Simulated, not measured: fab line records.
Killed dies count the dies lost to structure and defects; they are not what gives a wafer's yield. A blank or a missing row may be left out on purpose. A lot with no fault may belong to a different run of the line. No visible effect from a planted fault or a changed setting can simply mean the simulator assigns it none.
Chamber matching / flow n5 finfet / N5_BEOL_M5_STRIP_64 on rie diel-05 has 4 sister chambers
The step strips in CF4. 4 wafers are shown with their chamber, then 8 later ones without.

WAFERS WITH THEIR CHAMBER
wafer=L085.2; chamber=3; drypump motor current A (A)=5.7
wafer=L090.1; chamber=2; drypump motor current A (A)=5.4
wafer=L090.3; chamber=1; drypump motor current A (A)=5.9
wafer=L092.1; chamber=0; drypump motor current A (A)=5.6

WAFERS WITHOUT THEIR CHAMBER
wafer=L092.4; drypump motor current A (A)=5.4
wafer=L092.5; drypump motor current A (A)=5.4
wafer=L095.2; drypump motor current A (A)=5.7
wafer=L095.4; drypump motor current A (A)=5.4
wafer=L095.6; drypump motor current A (A)=5.8
wafer=L096.1; drypump motor current A (A)=5.8
wafer=L096.2; drypump motor current A (A)=5.7
wafer=L096.6; drypump motor current A (A)=5.6

EACH ONE'S CHAMBER
wafer=L092.4; from the rows above=2; in truth=2
wafer=L092.5; from the rows above=2; in truth=2
wafer=L095.2; from the rows above=3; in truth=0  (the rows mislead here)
wafer=L095.4; from the rows above=2; in truth=2
wafer=L095.6; from the rows above=can't be placed: 3 or 1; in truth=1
wafer=L096.1; from the rows above=can't be placed: 3 or 1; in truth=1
wafer=L096.2; from the rows above=3; in truth=3
wafer=L096.6; from the rows above=0; in truth=0
Placed correctly: 5 of 8. Cannot be placed on the basis of these rows: 2; the candidates contain the true chamber in 2. Number placed wrongly: 1.
How it was worked out, from the rows above alone: a wafer's distance from a chamber is the root of the sum, over the readings, of the square of ((its reading less the chamber's mean) divided by the reading's scatter). If the next closest chamber is less than 2 further off than the closest, the wafer can't be placed; otherwise it belongs to the closest. Each chamber's mean is taken over the wafers shown for it. The scatter: root of mean squared gap, hidden wafer to nearest shown wafer, with one shown wafer a chamber.
